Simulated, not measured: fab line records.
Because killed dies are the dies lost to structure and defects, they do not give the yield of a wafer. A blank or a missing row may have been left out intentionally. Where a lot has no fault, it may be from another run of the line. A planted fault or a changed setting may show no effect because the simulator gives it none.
Lot-split experiment + flow n5 finfet + 7 lots, 39 wafers read, on a route of 1938 steps

ON THE SPLIT
At N5_SD_EPI_P_EPI_21 (deposits SiGe:B, time 355 s), the setting time s was moved away from the recipe's 355 s on 15 of the 39 wafers read, by -56.1% to +50.4%. The other wafers ran this setting at the recipe's value.

FROM THE SPLIT TO THE READING: what the file shows between them, 3 steps
- N5_SD_EPI_P_EPI_MEAS_23
- N5_SD_EPI_P_HM_STRIP_48: strips SiNx in H3PO4, material SiNx, target depth 3 nm
- N5_SD_EPI_P_SRD_49: time 30 s

THE READING
SiGe-B_of_SD_EPI_P_EPI_21.thk nm (the simulator's own value, which no gauge read), in nm, at N5_SD_EPI_P_PRECLEAN_24 (cleans in O3/DIW, time 45 s). There is no usual value for it anywhere in the file. Across the 24 wafers here that went through the recipe, the average is 60.6 nm and the standard deviation 0.72 nm.

| wafer  | tool, chamber at the split | time s as run, s | against the recipe | SiGe-B_of_SD_EPI_P_EPI_21.thk nm, nm | against lot-mates on the recipe |
|--------|----------------------------|------------------|--------------------|--------------------------------------|---------------------------------|
| L074.2 | epi rpcvd-04, 0            | 355              | recipe             | 59.2                                 | -                               |
| L074.4 | epi rpcvd-04, 0            | 355              | recipe             | 60                                   | -                               |
| L074.6 | epi rpcvd-04, 0            | 355              | recipe             | 59.6                                 | -                               |
| L077.1 | epi rpcvd-04, 0            | 533              | +50.1%             | 80                                   | +20.0                           |
| L077.2 | epi rpcvd-04, 0            | 355              | recipe             | 60                                   | -                               |
| L077.3 | epi rpcvd-04, 0            | 533              | +50.1%             | 79.8                                 | +19.8                           |
| L077.4 | epi rpcvd-04, 0            | 355              | recipe             | 60.6                                 | -                               |
| L077.5 | epi rpcvd-04, 0            | 533              | +50.1%             | 80.8                                 | +20.8                           |
| L077.6 | epi rpcvd-04, 0            | 355              | recipe             | 59.4                                 | -                               |
| L081.1 | epi rpcvd-04, 0            | 355              | recipe             | 60                                   | -                               |
| L081.2 | epi rpcvd-04, 0            | 355              | recipe             | 61                                   | -                               |
| L081.3 | epi rpcvd-04, 0            | 355              | recipe             | 60.2                                 | -                               |
| L081.4 | epi rpcvd-04, 0            | 355              | recipe             | 60.2                                 | -                               |
| L081.5 | epi rpcvd-04, 0            | 355              | recipe             | 60.4                                 | -                               |
| L081.6 | epi rpcvd-04, 0            | 355              | recipe             | 60.8                                 | -                               |
| L085.1 | epi rpcvd-02, 0            | 474.4            | +33.6%             | 74.8                                 | +13.1                           |
| L085.2 | epi rpcvd-02, 0            | 474.4            | +33.6%             | 74.2                                 | +12.5                           |
| L085.3 | epi rpcvd-02, 0            | 355              | recipe             | 62                                   | -                               |
| L085.4 | epi rpcvd-02, 0            | 355              | recipe             | 61.6                                 | -                               |
| L085.6 | epi rpcvd-02, 0            | 355              | recipe             | 61.6                                 | -                               |
| L085.5 | epi rpcvd-02, 0            | 474.4            | +33.6%             | 76                                   | +14.3                           |
| L089.1 | epi rpcvd-02, 0            | 355              | recipe             | 61                                   | -                               |
| L089.2 | epi rpcvd-02, 0            | 355              | recipe             | 60.2                                 | -                               |
| L089.3 | epi rpcvd-02, 0            | 241.6            | -31.9%             | 44.6                                 | -16.0                           |
| L089.4 | epi rpcvd-02, 0            | 241.6            | -31.9%             | 44.6                                 | -16.0                           |
| L089.5 | epi rpcvd-02, 0            | 241.6            | -31.9%             | 44.6                                 | -16.0                           |
| L089.6 | epi rpcvd-02, 0            | 355              | recipe             | 60.6                                 | -                               |
| L093.1 | epi rpcvd-04, 0            | 533.8            | +50.4%             | 81.6                                 | +20.5                           |
| L093.4 | epi rpcvd-04, 0            | 533.8            | +50.4%             | 81.6                                 | +20.5                           |
| L093.2 | epi rpcvd-04, 0            | 533.8            | +50.4%             | 82                                   | +20.9                           |
| L093.3 | epi rpcvd-04, 0            | 355              | recipe             | 60.8                                 | -                               |
| L093.5 | epi rpcvd-04, 0            | 355              | recipe             | 61.2                                 | -                               |
| L093.6 | epi rpcvd-04, 0            | 355              | recipe             | 61.4                                 | -                               |
| L096.1 | epi rpcvd-03, 0            | 156              | -56.1%             | 29                                   | -32.1                           |
| L096.2 | epi rpcvd-03, 0            | 156              | -56.1%             | 29                                   | -32.1                           |
| L096.3 | epi rpcvd-03, 0            | 355              | recipe             | 60.6                                 | -                               |
| L096.4 | epi rpcvd-03, 0            | 156              | -56.1%             | 29.2                                 | -31.9                           |
| L096.5 | epi rpcvd-03, 0            | 355              | recipe             | 61                                   | -                               |
| L096.6 | epi rpcvd-03, 0            | 355              | recipe             | 61.6                                 | -                               |

FIT RESULTS
A straight line over all 39 wafers: SiGe-B_of_SD_EPI_P_EPI_21.thk nm changes by +0.47 nm for each +1% of time s; r = +0.99; the points scatter about the line by 1.8 nm.
The same after taking each lot's own level away (the mean of its wafers on the recipe; 39 wafers): +0.469 nm for each +1%; r = +0.99; scatter 1.9 nm.
Per that fit: largest time s move, reading shift of 26 nm.
Measured against the standard deviation above, the lots' own levels, which go from 59.60 to 61.73 nm, span 3.0 times it.
Hence the lot-to-lot level has little effect on the slope; both slopes agree.
Check: for one of the wafers moved furthest among these (-56.1%), held out of the fit, the line's prediction against its lot-mates is -26.8 nm. Against them it came out at -32.1 nm.

THESE WAFERS: OTHER SPLITS
Other splits were also applied to these wafers ahead of the reading. Each is held against what the fit with the lots' levels taken away leaves over:
| other split on the same wafers                    | wafers away from the commonest value | r with SiGe-B_of_SD_EPI_P_EPI_21.thk nm (lot level and that fit taken away) |
|---------------------------------------------------|--------------------------------------|-----------------------------------------------------------------------------|
| N5_PMOS_HMC_CHANNEL_EPI_DEVELOP_08 develop time s | 18                                   | -0.24                                                                       |

THE WHOLE CHAIN: every reading that the file lists as answering this split, in the file's order
| step                    | what it does                | reading                                                                           | change (the file's fit)               | r (the file's) |
|-------------------------|-----------------------------|-----------------------------------------------------------------------------------|---------------------------------------|----------------|
| N5_SD_EPI_P_EPI_21      | deposits SiGe:B, time 355 s | SiGe-B_of_SD_EPI_P_EPI_21.thk nm (the simulator's own value, which no gauge read) | +0.467 nm for each +1% of the setting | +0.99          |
| N5_SD_EPI_P_EPI_MEAS_23 |                             | thk nm                                                                            | withheld for each +1% of the setting  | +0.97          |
| N5_SD_EPI_P_PRECLEAN_24 | cleans in O3/DIW, time 45 s | SiGe-B_of_SD_EPI_P_EPI_21.thk nm (the simulator's own value, which no gauge read) | +0.464 nm for each +1% of the setting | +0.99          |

THE FILE'S OWN FIT
SiGe-B_of_SD_EPI_P_EPI_21.thk nm changes by +0.464 nm for each +1% of time s, r = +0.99.
